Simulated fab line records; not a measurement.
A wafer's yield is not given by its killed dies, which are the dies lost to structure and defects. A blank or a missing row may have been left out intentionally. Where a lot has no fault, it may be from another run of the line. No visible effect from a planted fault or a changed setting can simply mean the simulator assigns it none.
fab line records    flow n5Finfet
record: lots: 4  wafers: 12  lastDay: 16
route steps=1938 shown BEOL_M2@848 BEOL_M4@1111
lots with no fault: from the same line, run without faults
startH: the number of hours between the record's first day and the start of the first shown wafer of the lot    waitH: hours since the lot's step before    " as in the row above    L1.1+2: one row covering several wafers at once    - no value, or no start was given    * or withheld: withheld    < > ~ a bound
route shown NAME@n: a module of which the file shows steps, and the number in the route of the first    usual: average and standard deviation across the fault-free wafers    same: alike in all rows    chamber/n: place in a boat    sites: each site's reading    _std_site: standard deviation of those values    _edge_site: mean of outer sites minus mean of inner sites    radiusMm: for every site, how far away it sits from the centre of the wafer    mask NAME#n: copy n    behind: tool/chamber where the wafer was last shaped    hold: reason for holding the lot/hours on hold/outcome of the hold    device: whichever transistor did not switch (one of n, p or np)    end of line: tests of these same wafers at the route's end    a step without rows: its recipe alone    killed: at the first sort, the dies lost to defects and structure; wafer yield is something else    map: shows each die of a wafer: x if killed, . if not, _ if none is there
set.NAME: the setting as run; set.NAME@STEP: as run at that earlier step    model.NAME: the simulator's own value behind a step, which no gauge read
lots at some steps of the route; a table a step, a row a wafer
services: a tool's chamber out of use, with start hour (startH, from the record's first day; less than 0 if before it), hours out, and reason
== steps ==
step: N5_BEOL_M2_COAT_05
recipe: resist: CAR-EUV  spinRpm: 1500  resistThkNm: 30
step: N5_BEOL_M2_EBR_07
recipe: solvent: PGMEA  ebrWidthMm: 1.5
step: N5_BEOL_M2_SOFTBAKE_06
recipe: tempC: 110  timeS: 60  resist: CAR-EUV
step: N5_BEOL_M2_EXPOSE_08
recipe: maskId: M2  na: 0.33  sourceShape: dipole  sigmaInner: 0.369  sigmaOuter: 0.767  polarization: unpolarized  doseMj: 41.25
step: N5_BEOL_M2_PEB_09
recipe: pebTempC: 100  pebTimeS: 60  resist: CAR-EUV
step: N5_BEOL_M2_DEVELOP_10
recipe: developTimeS: 30  developer: TMAH  resist: CAR-EUV  rinseLiquid: surfactantRinse  dry: airSpin  devTempC: 23
step: N5_BEOL_M2_DESCUM_16
recipe: chemistry: O2  timeS: 7  sourcePowerW: 50  biasPowerW: 20  pressureMtorr: 20  rfFrequencyHz: 2.712e+07  tempC: 40  resist: CAR-EUV  o2FlowSccm: 225
step: N5_BEOL_M2_ETCH_74
recipe: chemistry: N2/H2  target: underlayer  targetDepthA: 65  maskMaterial: CAR-EUV  timeS: 5.2  ionEnergyEv: 200  pressureMtorr: 30  sourceW: 840  biasW: 150  n2FlowSccm: 200  h2FlowSccm: 200  ends: cleared
step: N5_BEOL_M2_ETCH_63
recipe: chemistry: CF4  target: SiARC  targetDepthA: 156  maskMaterial: CAR-EUV  timeS: 26  ionEnergyEv: 80  pressureMtorr: 40  sourceW: 545  biasW: 36  Ar_flow_sccm: 100  cf4FlowSccm: 100  ends: cleared
step: N5_BEOL_M2_ETCH_64
recipe: chemistry: N2/H2  target: SOC  targetDepthA: 750  overetchA: 225  maskMaterial: SiARC  tempC: 40  timeS: 121.9  ionEnergyEv: 200  pressureMtorr: 30  sourceW: 840  biasW: 150  n2FlowSccm: 200  h2FlowSccm: 200
usual: drypumpMotorCurrentA: 5.7/0.56  oesProductAu: 0.62/0.066  rfFwdPowerW: 836.8/2.4  rfVppV: 524.2/2.5  showerheadPlenumPTorr: 2.56/0.081  throttleValvePct: 17.71/0.25
lot.wafer  tool        chamber  startH  waitH  drypumpMotorCurrentA  oesProductAu  rfFwdPowerW  rfHoursCounterH  rfVppV  showerheadPlenumPTorr  throttleValvePct  model.SiARC_of_BEOL_M2_COAT_62.thkNm  model.BEOL_M2.cdOffsetNm
L123.1     rieDiel-02  0        174.07  0.0    5.5                   0.60          840.0        127              525.0   2.57                   17.77             6.2                                   0
L123.3     "           3        "       "      6.4                   0.54          837.0        205              522.5   2.53                   17.94             6.6                                   0.2
L123.4     "           2        "       "      4.7                   0.60          840.3        117              525.7   2.64                   17.30             6.6                                   0.6
L127.1     rieDiel-02  0        194.96  0.0    5.5                   0.60          637.8        133              574.0   2.57                   17.76             7                                     -1
L127.2     "           1        "       "      5.3                   0.56          637.3        175              573.5   2.53                   17.69             7                                     -0.8
L127.3     "           3        "       "      6.5                   0.53          633.0        212              571.8   2.52                   17.93             7.2                                   -1
L134.2     rieDiel-02  0        238.65  0.0    5.5                   0.58          633.8        153              573.0   2.56                   17.82             7                                     -0.6
L134.3     "           1        "       "      5.3                   0.56          637.2        193              573.1   2.52                   17.73             7                                     -0.6
L134.5     "           3        "       "      6.5                   0.52          636.8        -                572.2   2.52                   17.98             7.4                                   -0.8
L135.3     rieDiel-06  1        255.75  0.0    5.6                   0.70          838.0        12               526.3   2.57                   17.42             6.6                                   0.6
L135.4     "           3        "       "      5.7                   0.68          840.3        -                521.7   2.46                   17.18             6.4                                   0.2
L135.5     "           1        "       "      5.5                   0.69          835.5        -                525.6   2.57                   17.41             6.6                                   0.6
step: N5_BEOL_M2_STRIP_65
recipe: chemistry: N2/H2  tempC: 40  n2FlowSccm: 200  h2FlowSccm: 200  rfFrequencyHz: 6e+07
step: N5_BEOL_M2_STRIP_75
recipe: chemistry: N2/H2  tempC: 40  n2FlowSccm: 200  h2FlowSccm: 200  rfFrequencyHz: 6e+07
step: N5_BEOL_M2_STRIP_66
recipe: chemistry: CF4  resist: SiARC  powerW: 300  biasPowerW: 75  pressureMtorr: 50  cf4FlowSccm: 150  rfFrequencyHz: 6e+07
step: N5_BEOL_M2_HM_OPEN_17
recipe: chemistry: Cl2/BCl3  targetDepthA: 200  overetchA: 60  target: TiN  maskMaterial: SOC  ionEnergyEv: 150  pressureMtorr: 10  icpW: 1000  biasW: 126  Cl2_flow_sccm: 53.25  bcl3FlowSccm: 21.75  Ar_flow_sccm: 25
usual: bcl3FlowSccm: 21.74/0.059  drypumpMotorCurrentA: 5.6/0.44  oesProductAu: 0.71/0.076  throttleValvePct: 22.07/0.27
lot.wafer  tool         chamber  startH  waitH  bcl3FlowSccm  drypumpMotorCurrentA  oesProductAu  rfHoursCounterH  throttleValvePct  model.BEOL_M2.cdOffsetNm
L123.1     rieMetal-03  1        174.24  0.0    21.78         5.6                   0.62          65               21.67             0
L123.3     "            1        "       "      21.68         5.6                   0.62          -                21.68             0.2
L123.4     "            0        "       "      21.85         5.3                   0.60          -                21.97             0.6
L127.1     rieMetal-02  1        195.13  0.0    21.73         6.5                   0.84          1                21.92             -1
L127.2     "            0        "       "      21.73         5.6                   0.71          29               22.50             -0.8
L127.3     "            1        "       "      21.72         6.5                   0.84          -                21.94             -0.8
L134.2     rieMetal-01  0        238.82  0.0    21.79         5.0                   0.75          12               22.18             -0.6
L134.3     "            1        "       "      21.77         5.7                   0.75          -                21.95             -0.6
L134.5     "            1        "       "      21.81         5.7                   0.74          -                21.95             -0.8
L135.3     rieMetal-03  1        255.95  0.1    21.68         5.6                   0.61          -                21.68             0.4
L135.4     "            0        "       "      21.82         5.3                   0.59          -                22.01             0
L135.5     "            0        "       "      21.87         5.3                   0.58          -                22.02             0.6
step: N5_BEOL_M2_STRIP_19
recipe: chemistry: O2  powerW: 400  tempC: 40  pressureMtorr: 30  rfFrequencyHz: 6e+07  biasPowerW: 0  overashFraction: 0.2  o2FlowSccm: 225
step: N5_BEOL_M4_RC_MEAS_101
usual: DIBL_N: 37.1/2.4  DIBL_P: 37/3  IOFF_N: 0.18/0.053  IOFF_P: 0.21/0.05  ION_N: 674/14  ION_P: 459/9.2  SS_N: 72.1/0.9  SS_P: 73.4/0.89  VT_N: 250/3.8  VT_P: -251/3.7
lot.wafer  tool       chamber  startH  waitH  DIBL_N[mV/V]  DIBL_P[mV/V]  IOFF_N[nA/um]  IOFF_P[nA/um]  ION_N[uA/um]  ION_P[uA/um]  SS_N[mV/dec]  SS_P[mV/dec]  VT_N[mV]  VT_P[mV]
L123.1     prober-02  0        213.64  0.0    35.3          34            0.14           0.21           671           457           70.7          72.4          249       -251
L123.3     "          0        "       "      38.3          36            0.18           0.23           684           464           72.6          73.5          251       -248
L123.4     "          0        "       "      35.8          33            0.14           0.18           651           453           71.8          72.6          255       -255
L127.1     prober-01  0        234.22  0.0    41.7          43            0.31           0.32           689           466           73.9          75.5          243       -244
L127.2     "          0        "       "      35.5          36            0.17           0.20           683           463           72.0          74.1          249       -250
L127.3     "          0        "       "      40.9          39            0.32           0.26           686           468           74.2          74.3          244       -246
L134.2     prober-01  0        280.71  0.2    43.0          45            0.32           0.38           703           473           73.5          75.2          244       -241
L134.3     "          0        "       "      36.5          37            0.17           0.24           678           472           71.8          73.4          247       -246
L134.5     "          0        "       "      40.2          42            0.27           0.33           698           474           72.7          74.8          241       -244
L135.3     prober-02  0        285.62  0.3    40.4          43            0.25           0.29           687           464           72.8          73.9          246       -246
L135.4     "          0        "       "      37.4          39            0.19           0.22           671           460           71.9          73.5          250       -250
L135.5     "          0        "       "      37.1          39            0.18           0.21           682           463           71.5          73.3          249       -251
== services ==
tool         chamber  startH  hours  kind
rieDiel-06   3        172.77  -      clean
rieDiel-06   3        172.77  -      consumableReplace:focusRing
rieDiel-06   3        172.77  22.0   scheduledDown
rieDiel-06   3        172.77  22.0   ventCycle
rieMetal-02  -        198.86  2.8    pm
rieDiel-06   1        206.72  -      clean
rieDiel-06   1        206.72  -      consumableReplace:focusRing
rieDiel-06   1        206.72  22.6   scheduledDown
rieDiel-06   1        206.72  22.6   ventCycle
rieDiel-06   -        236.71  0.9    repair
rieDiel-06   0        252.51  12.0   repair
== key ==
firstSign: step: N5_BEOL_M2_ETCH_64  reading: rfFwdPowerW  direction: down  sigmas: 84  usual: *  struck: *
effect: step: N5_BEOL_M2_ETCH_64  reading: rfVppV  direction: up  sigmas: 20  usual: 524.2  struck: 572.9
modelEffect: step: N5_BEOL_M2_ETCH_64  value: SiARC_of_BEOL_M2_COAT_62.thkNm  without: 6.3  struck: 7.1
modelEffect: step: N5_BEOL_M2_HM_OPEN_17  value: BEOL_M2.cdOffsetNm  without: -0.2  struck: -0.7667
metAt N5_BEOL_M2_ETCH_64
struckWafers L127.1,L127.2,L127.3,L134.2,L134.3,L134.5
baselineLoss: step: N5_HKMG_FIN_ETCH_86  wafers: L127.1
onsetBetween 174.07 194.96
fault: kind: processParameterDrift  tool: rieDiel-02  chamber: -  onsetH: 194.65  steps: N5_BEOL_M2_ETCH_64  channel: sourceW  offset: -201.6  shape: step  endH: 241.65  actsIn: theseRecipesOnly  stated: 840
baselineLoss: these wafers lose ten dies or more at that step, a loss of the line's own and not of a fault; the sort's usual values leave them out
